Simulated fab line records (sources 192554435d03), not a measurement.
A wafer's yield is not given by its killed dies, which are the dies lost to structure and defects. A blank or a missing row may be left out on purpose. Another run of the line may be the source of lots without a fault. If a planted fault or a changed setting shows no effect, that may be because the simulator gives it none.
Split-lot study    flow n5_finfet    route with 1938 steps; 7 lots, 39 wafers read

## THE SPLIT
At N5_BEOL_M8_ILD_DEP_00 (deposits SiCOH lowk from DEMS/porogen, target thk 179.75 nm, time 33.4 s), the setting time_s was moved away from the recipe's 33.4 s on 15 of the 39 wafers read, by -51.1% to +53.3%. This setting was run at the recipe's value on the other wafers.

## BETWEEN THE SPLIT AND THE READING: the file shows 1 step in between
- N5_BEOL_M8_CURE_74: cures SiCOH lowk, time 240 s

## THE READING
Values of M8_ILD_THK in nm from N5_BEOL_M8_THK_MEAS_01. Fault-free wafers of this fab line usually give 156.9 nm, standard deviation 2.4 nm.

wafer   tool, chamber at the split  time_s as run, s  against the recipe  M8_ILD_THK, nm  against lot-mates on the recipe
L074.2  pecvd-02, 1                 33.4              recipe              157.5           -
L074.3  pecvd-02, 2                 33.4              recipe              155.1           -
L074.6  pecvd-02, 0                 33.4              recipe              159.6           -
L075.1  pecvd-02, 1                 33.4              recipe              159.9           -
L075.2  pecvd-02, 0                 42.16             +26.2%              196.7           +36.8
L075.3  pecvd-02, 0                 42.16             +26.2%              198.8           +38.9
L075.4  pecvd-02, 1                 42.16             +26.2%              201.7           +41.8
L075.5  pecvd-02, 1                 33.4              recipe              161.3           -
L075.6  pecvd-02, 0                 33.4              recipe              158.5           -
L078.1  pecvd-02, 1                 33.4              recipe              158.6           -
L078.2  pecvd-02, 2                 51.02             +52.8%              235.5           +75.7
L078.3  pecvd-02, 0                 51.02             +52.8%              238.2           +78.4
L078.4  pecvd-02, 2                 33.4              recipe              159.1           -
L078.5  pecvd-02, 1                 51.02             +52.8%              242.5           +82.7
L078.6  pecvd-02, 0                 33.4              recipe              161.7           -
L082.1  pecvd-01, 1                 33.4              recipe              159.1           -
L082.2  pecvd-01, 2                 16.34             -51.1%              78.7            -80.3
L082.3  pecvd-01, 0                 33.4              recipe              158.4           -
L082.4  pecvd-01, 1                 33.4              recipe              159.6           -
L082.5  pecvd-01, 2                 16.34             -51.1%              81.4            -77.6
L082.6  pecvd-01, 0                 16.34             -51.1%              82.4            -76.6
L081.1  pecvd-02, 1                 33.4              recipe              157.5           -
L081.2  pecvd-02, 2                 33.4              recipe              155.9           -
L081.3  pecvd-02, 0                 33.4              recipe              157.2           -
L081.4  pecvd-02, 0                 33.4              recipe              158.1           -
L081.5  pecvd-02, 1                 33.4              recipe              161.7           -
L081.6  pecvd-02, 2                 33.4              recipe              159.0           -
L088.1  pecvd-02, 0                 33.4              recipe              154.6           -
L088.2  pecvd-02, 2                 51.19             +53.3%              234.4           +78.0
L088.3  pecvd-02, 1                 33.4              recipe              156.9           -
L088.4  pecvd-02, 2                 51.19             +53.3%              238.2           +81.8
L088.5  pecvd-02, 1                 51.19             +53.3%              241.2           +84.8
L088.6  pecvd-02, 0                 33.4              recipe              157.6           -
L089.1  pecvd-03, 2                 21.12             -36.8%              96.0            -57.4
L089.2  pecvd-03, 1                 33.4              recipe              151.0           -
L089.3  pecvd-03, 0                 21.12             -36.8%              94.3            -59.1
L089.4  pecvd-03, 1                 33.4              recipe              155.1           -
L089.5  pecvd-03, 0                 33.4              recipe              154.2           -
L089.6  pecvd-03, 2                 21.12             -36.8%              98.9            -54.5

THE FIT
A straight line over all 39 wafers: M8_ILD_THK changes by +1.54 nm for each +1% of time_s; r = +1.00; the points scatter about the line by 2.9 nm.
The same after taking each lot's own level away (the mean of its wafers on the recipe; 39 wafers): +1.52 nm for each +1%; r = +1.00; scatter 2 nm.
On that fit, the largest move of time_s shifts the reading by 81 nm.
Measured against the standard deviation above, the lots' own levels, which go from 153.43 to 159.90 nm, span 2.7 times it.
Consequently the slope shifts little with the lot-to-lot level, the two slopes agreeing.
Check: +81.2 nm against its lot-mates is what the line predicts for one of the wafers moved furthest among these (+53.3%) when that wafer is left out of the fit. It came out at +78 nm against them.

## THE WHOLE CHAIN: every reading that the file lists as answering this split, in the file's order
step                    what it does                                                              reading                                                                                   change (the file's fit)               r (the file's)
N5_BEOL_M8_ILD_DEP_00   deposits SiCOH lowk from DEMS/porogen, target thk 179.75 nm, time 33.4 s  SiCOH_lowk_of_BEOL_M8_ILD_DEP_00.thk_nm (the simulator's own value, which no gauge read)  +1.74 nm for each +1% of the setting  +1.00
N5_BEOL_M8_CURE_74      cures SiCOH lowk, time 240 s                                              SiCOH_lowk_of_BEOL_M8_ILD_DEP_00.thk_nm (the simulator's own value, which no gauge read)  +1.52 nm for each +1% of the setting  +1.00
N5_BEOL_M8_THK_MEAS_01                                                                            M8_ILD_THK                                                                                +1.52 for each +1% of the setting     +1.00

## FILE'S OWN FIT
M8_ILD_THK changes by +1.52 nm for each +1% of time_s, r = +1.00.
